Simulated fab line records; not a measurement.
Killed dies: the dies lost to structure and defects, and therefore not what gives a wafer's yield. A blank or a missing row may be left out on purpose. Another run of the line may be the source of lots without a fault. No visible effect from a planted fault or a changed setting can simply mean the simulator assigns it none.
fab line records | flow n5-finfet
[record] lots = 7 wafers = 39
route steps=1938 shown BEOL_M14@1716 PASS1_CAP@1874
start-h: the number of hours between the record's first day and the start of the first shown wafer of the lot | wait-h: how many hours have passed since the lot's step before this one | " repeats the value in the row above | L1.1+2: several wafers, shown together as one row | - no value present, or no start provided | * or withheld: withheld | < > ~ a bound
route shown NAME@n: NAME is a module with steps in the file, n the number in the route of the first one | usual: average and standard deviation across the fault-free wafers | same: alike in all rows | chamber/n: place in a boat | sites: each site's reading | _std_site: their standard deviation | _edge_site: inner sites' mean taken away from outer sites' mean | radius-mm: for every site, how far away it sits from the centre of the wafer | mask NAME#n: copy n | behind: the last tool/chamber to shape the wafer | hold: what put the lot on hold/how long, in hours/how the hold closed | device: the transistor (n, p or np) that didn't switch | end of line: tests of these same wafers at the route's end | step lacking rows: just its recipe | killed: dies lost to structure and defects at the first sort, not the wafer's yield | map: per-die view of a wafer (x killed, . not killed, _ where there is no die)
set.NAME: the setting that was run; set.NAME@STEP: the one run at that earlier step | model.NAME: the simulator's own value behind a step, which no gauge read
lots run with intentionally changed settings; tables by step, rows by wafer
[[steps]]
[step N5_BEOL_M14_ILD_DEP_00]
[recipe] material = SiO2 target-thk-a = 11193 temp-c = 400 precursor = TEOS/O2 pressure-torr = 6.5 rf-w = 900 teos-flow-sccm = 161.4 gas = O2 flow-sccm = 2650 time-s = 237.4
// columns lot.wafer tool chamber start-h wait-h set.target-thk-a model.SiO2_of_BEOL_M14_ILD_DEP_00.thk-nm
L075.1 pecvd-03 0 264.94 0.0 8600 846
L075.2 " 1 " " 11193 1112
L075.3 " 2 " " 8600 857.6
L075.4 " 1 " " 11193 1138
L075.5 " 2 " " 11193 1146
L075.6 " 0 " " 8600 861.4
L077.1 pecvd-01 2 276.83 0.0 11193 1083
L077.2 " 0 " " 11193 1128
L077.3 " 1 " " 6889 688.6
L077.4 " 1 " " 6889 700
L077.5 " 0 " " 11193 1147
L077.6 " 2 " " 6889 678.2
L078.1 pecvd-03 1 287.63 0.0 16420 1653
L078.2 " 2 " " 11193 1127
L078.3 " 0 " " 16420 1643
L078.4 " 2 " " 11193 1152
L078.5 " 0 " " 11193 1141
L078.6 " 1 " " 16420 1671
L086.1 pecvd-03 1 328.99 0.0 11193 1115
L086.2 " 2 " " 13450 1355
L086.3 " 0 " " 13450 1354
L086.4 " 1 " " 11193 1143
L086.5 " 0 " " 13450 1375
L086.6 " 2 " " 11193 1147
L089.1 pecvd-01 0 340.11 0.0 11193 1125
L089.2 " 2 " " 11193 1101
L089.6 " 1 " " 11193 1139
L090.1 pecvd-02 0 348.13 0.0 13750 1369
L090.2 " 2 " " 11193 1082
L090.3 " 1 " " 13750 1361
L090.4 " 2 " " 11193 1120
L090.5 " 1 " " 11193 1117
L090.6 " 0 " " 13750 1355
L094.1 pecvd-02 1 379.39 0.0 11193 1100
L094.2 " 0 " " 11193 1082
L094.3 " 2 " " 11193 1103
L094.4 " 2 " " 11193 1117
L094.5 " 1 " " 11193 1101
L094.6 " 0 " " 11193 1106
[step N5_BEOL_M14_THK_MEAS_01]
[recipe] reads = SiO2_of_BEOL_M14_ILD_DEP_00
[usual] M14_ILD_THK = 1119/19
// columns lot.wafer tool chamber start-h wait-h set.target-thk-a@BEOL_M14_ILD_DEP_00 M14_ILD_THK[nm]
L075.1 film-metro-01 - 265.13 0.1 8600 845
L075.2 " - " " 11193 1112
L075.3 " - " " 8600 858
L075.4 " - " " 11193 1138
L075.5 " - " " 11193 1146
L075.6 " - " " 8600 861
L077.1 film-metro-02 - 277.02 0.1 11193 1084
L077.2 " - " " 11193 1128
L077.3 " - " " 6889 688
L077.4 " - " " 6889 700
L077.5 " - " " 11193 1147
L077.6 " - " " 6889 678
L078.1 film-metro-02 - 287.82 0.1 16420 1653
L078.2 " - " " 11193 1127
L078.3 " - " " 16420 1643
L078.4 " - " " 11193 1151
L078.5 " - " " 11193 1141
L078.6 " - " " 16420 1671
L086.1 film-metro-01 - 329.17 0.1 11193 1115
L086.2 " - " " 13450 1355
L086.3 " - " " 13450 1355
L086.4 " - " " 11193 1143
L086.5 " - " " 13450 1376
L086.6 " - " " 11193 1147
L089.1 film-metro-01 - 340.30 0.1 11193 1125
L089.2 " - " " 11193 1101
L089.6 " - " " 11193 1139
L090.1 film-metro-01 - 348.32 0.1 13750 1369
L090.2 " - " " 11193 1082
L090.3 " - " " 13750 1363
L090.4 " - " " 11193 1119
L090.5 " - " " 11193 1118
L090.6 " - " " 13750 1355
L094.1 film-metro-01 - 379.59 0.1 11193 1100
L094.2 " - " " 11193 1082
L094.3 " - " " 11193 1102
L094.4 " - " " 11193 1117
L094.5 " - " " 11193 1101
L094.6 " - " " 11193 1105
[step N5_BEOL_M14_COAT_58]
[recipe] resist = BARC temp-c = 205 time-s = 60 spin-rpm = 1500 resist-thk-nm = 89
[step N5_BEOL_M14_COAT_04]
[recipe] spin-rpm = 1704 resist-thk-nm = 800
[step N5_BEOL_M14_DESCUM_15]
[recipe] chemistry = O2 time-s = 7.9 source-power-w = 50 bias-power-w = 20 pressure-mtorr = 20 rf-frequency-hz = 2.712e+07 temp-c = 40 o2-flow-sccm = 225
[step N5_BEOL_M14_ETCH_59]
[recipe] chemistry = N2/H2 target = BARC target-depth-a = 890 overetch-a = 267 time-s = 67.9 ion-energy-ev = 200 pressure-mtorr = 30 source-w = 840 bias-w = 150 n2-flow-sccm = 200 h2-flow-sccm = 200
[step N5_BEOL_M14_VIA_ETCH_16]
[recipe] chemistry = C4F8/O2/Ar target = SiO2 he-inner-torr = 15 he-outer-torr = 30 target-depth-a = 12313 time-s = withheld ion-energy-ev = 800 pressure-mtorr = 20 source-w = 1905 bias-w = 2040 Ar_flow_sccm = 400 C4F8_flow_sccm = 16 O2_flow_sccm = 12 ends = cleared
// columns lot.wafer tool chamber start-h wait-h set.target-thk-a@BEOL_M14_ILD_DEP_00 model.etch.depth-nm model.coat_of_BEOL_M14_COAT_04.thk-nm
L075.1 rie-diel-01 1 265.61 0.0 8600 846 516.4
L075.2 " 2 " " 11193 1112 445.2
L075.3 " 0 " " 8600 857.7 511.8
L075.4 " 2 " " 11193 1138 440.4
L075.5 " 0 " " 11193 1146 441.6
L075.6 " 1 " " 8600 861.4 515.4
L077.1 rie-diel-05 3 277.81 0.0 11193 1083 467.6
L077.2 " 1 " " 11193 1128 454.2
L077.3 " 0 " " 6889 688.5 557
L077.4 " 2 " " 6889 700 552
L077.5 " 0 " " 11193 1147 448.8
L077.6 " 3 " " 6889 678.1 560.6
L078.1 rie-diel-06 3 288.98 0.0 16420 1653 322
L078.2 " 0 " " 11193 1127 447
L078.3 " 2 " " 16420 1643 326.8
L078.4 " 0 " " 11193 1152 442.4
L078.5 " 3 " " 11193 1141 441.8
L078.6 " 2 " " 16420 1671 320.4
L086.1 rie-diel-06 2 329.66 0.0 11193 1115 452.6
L086.2 " 1 " " 13450 1355 400.2
L086.3 " 3 " " 13450 1354 392.4
L086.4 " 0 " " 11193 1143 444.8
L086.5 " 0 " " 13450 1375 389
L086.6 " 3 " " 11193 1147 443
L089.1 rie-diel-01 0 340.91 0.0 11193 1125 449
L089.2 " 3 " " 11193 1101 462.2
L089.6 " 2 " " 11193 1139 441.4
L090.1 rie-diel-01 0 349.21 0.0 13750 1369 388.4
L090.2 " 1 " " 11193 1082 461.2
L090.3 " 2 " " 13750 1361 384.6
L090.4 " 3 " " 11193 1120 456.2
L090.5 " 2 " " 11193 1117 447.2
L090.6 " 3 " " 13750 1355 398.8
L094.1 rie-diel-01 0 380.20 0.0 11193 1100 457.2
L094.2 " 2 " " 11193 1082 454.4
L094.3 " 3 " " 11193 1103 460.4
L094.4 " 1 " " 11193 1117 455.2
L094.5 " 0 " " 11193 1101 453.4
L094.6 " 3 " " 11193 1106 458.2
[step N5_PASSIVATION_PECVD_01]
[recipe] material = SiNx target-thk-a = 2000 temp-c = 400 precursor = SiH4/NH3/N2 pressure-torr = 4.9 rf-w = 1406 time-s = 43.2
// columns lot.wafer tool chamber start-h wait-h set.time-s model.SiNx_of_PASSIVATION_PECVD_01.thk-nm
L075.1+5 pecvd-01 0,2 281.91 0.0 23.21 108
L075.2 " 1 " " 23.21 106.8
L075.3 " 2 " " 43.2 198
L075.4 " 0 " " 43.2 201.2
L075.6 " 1 " " 43.2 201.6
L077.1 pecvd-03 0 296.62 0.0 43.2 201.8
L077.2 " 2 " " 43.2 202
L077.3 " 1 " " 54.27 251.4
L077.4 " 1 " " 54.27 253.8
L077.5 " 2 " " 54.27 254.6
L077.6 " 0 " " 43.2 204.2
L078.1+2 pecvd-03 1,0 305.72 0.0 43.2 198.8
L078.3 " 2 " " 66.91 308
L078.4 " 0 " " 43.2 202.6
L078.5 " 2 " " 66.91 312.4
L078.6 " 1 " " 66.91 311.6
L086.1 pecvd-01 1 356.85 0.0 43.2 200
L086.2 " 2 " " 27.75 129.2
L086.3 " 0 " " 27.75 130.6
L086.4 " 2 " " 27.75 128.4
L086.5 " 1 " " 43.2 204.2
L086.6 " 0 " " 43.2 201.6
L089.1 pecvd-01 1 358.75 0.0 43.2 199.8
L089.2 " 2 " " 43.2 199.4
L089.6 " 2 " " 43.2 200.4
L090.1 pecvd-01 2 376.13 0.0 55.7 255.2
L090.2 " 0 " " 43.2 201
L090.3 " 1 " " 55.7 260
L090.4 " 0 " " 43.2 201.8
L090.5 " 2 " " 55.7 258.6
L090.6 " 1 " " 43.2 205.8
L094.1 pecvd-03 2 396.82 0.0 43.2 197.2
L094.2 " 0 " " 43.2 200.4
L094.3 " 0 " " 53.26 250.8
L094.4 " 2 " " 43.2 203.8
L094.5 " 2 " " 53.26 249
L094.6 " 0 " " 53.26 249.2
[[key]]
[split] step = N5_BEOL_M14_ILD_DEP_00 setting = target-thk-a stated = 11193 by = wafer
[response] step = N5_BEOL_M14_ILD_DEP_00 reading = model.SiO2_of_BEOL_M14_ILD_DEP_00.thk-nm change = +11.2 per = 1% r = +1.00
[response] step = N5_BEOL_M14_THK_MEAS_01 reading = M14_ILD_THK change = +11.2 per = 1% r = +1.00
[response] step = N5_BEOL_M14_VIA_ETCH_16 reading = model.etch.depth-nm change = +11.2 per = 1% r = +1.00
[response] step = N5_BEOL_M14_VIA_ETCH_16 reading = model.coat_of_BEOL_M14_COAT_04.thk-nm change = -2.67 per = 1% r = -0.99
[split] step = N5_PASSIVATION_PECVD_01 setting = time-s stated = 43.2 by = wafer
[response] step = N5_PASSIVATION_PECVD_01 reading = model.SiNx_of_PASSIVATION_PECVD_01.thk-nm change = +2.01 per = 1% r = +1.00
